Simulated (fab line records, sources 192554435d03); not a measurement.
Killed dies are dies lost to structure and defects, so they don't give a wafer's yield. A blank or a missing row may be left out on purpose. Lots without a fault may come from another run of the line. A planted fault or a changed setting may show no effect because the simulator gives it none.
Chamber matching | flow n5_finfet | N5_BEOL_M2_ALD_98 on ald_sin-02: 4 sister chambers
The step deposits SiO2, target thk 2.5 nm, pulse time 1 s, co reactant pulse time 1 s. 16 wafers are shown with their chamber, then 8 later ones without.

WAFERS WITH THEIR CHAMBER
wafer  | chamber | heater_power_w (W) | heater_power_outer_w (W) | precursor_pulse_height_rel
L077.2 | 3       | 66                 | 35                       | 0.998
L077.3 | 2       | 77                 | 43                       | 1.025
L077.6 | 0       | 82                 | 41                       | 0.994
L078.1 | 3       | 67                 | 35                       | 1.022
L078.4 | 2       | 78                 | 43                       | 0.983
L078.6 | 1       | 82                 | 42                       | 0.997
L079.2 | 0       | 82                 | 41                       | 1.010
L079.3 | 3       | 67                 | 35                       | 1.016
L079.4 | 2       | 79                 | 45                       | 1.005
L082.1 | 2       | 79                 | 43                       | 0.999
L082.3 | 0       | 80                 | 40                       | 0.976
L082.6 | 2       | 80                 | 43                       | 0.990
L085.2 | 1       | 81                 | 45                       | 1.010
L085.3 | 2       | 79                 | 43                       | 0.964
L085.6 | 2       | 80                 | 44                       | 0.993
L088.1 | 1       | 80                 | 44                       | 1.018

SIGNATURES (means of the wafers above)
reading                    | chamber 0 | chamber 1 | chamber 2 | chamber 3 | scatter within a chamber
heater_power_w             | 81.33     | 81.00     | 78.86     | 66.67     | 1.01
heater_power_outer_w       | 40.67     | 43.67     | 43.43     | 35.00     | 0.868
precursor_pulse_height_rel | 0.99333   | 1.00833   | 0.99414   | 1.01200   | 0.0165
Rule: a wafer's distance from a chamber is the root of the sum, over the readings, of the square of ((its reading less the chamber's mean) divided by the reading's scatter). The wafer belongs to the nearest chamber; if the next one is less than 2 further off, it can't be placed. The scatter: the root of (the sum of the squares of (reading less its chamber's mean) over the shown wafers, divided by (wafers less chambers)).

WAFERS WITHOUT THEIR CHAMBER
wafer  | heater_power_w (W) | heater_power_outer_w (W) | precursor_pulse_height_rel
L088.5 | 78                 | 43                       | 1.013
L088.6 | 67                 | 34                       | 1.017
L090.2 | 78                 | 44                       | 1.003
L090.3 | 83                 | 43                       | 1.001
L090.6 | 77                 | 43                       | 1.021
L091.3 | 67                 | 34                       | 0.976
L091.4 | 80                 | 44                       | 1.020
L091.6 | 83                 | 41                       | 0.995

WHICH CHAMBER EACH WENT THROUGH
wafer  | from the rows above          | in truth
L088.5 | can't be placed: 2 or 1      | 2
L088.6 | 3                            | 3
L090.2 | can't be placed: 2 or 1      | 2
L090.3 | can't be placed: 1 or 0 or 2 | 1
L090.6 | can't be placed: 2 or 1      | 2
L091.3 | 3                            | 3
L091.4 | can't be placed: 1 or 2      | 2
L091.6 | 0                            | 0
Placed correctly: 3 of 8. Can't be placed from these rows: 5 (the true chamber is among the candidates in 5). Placed wrongly: 0.
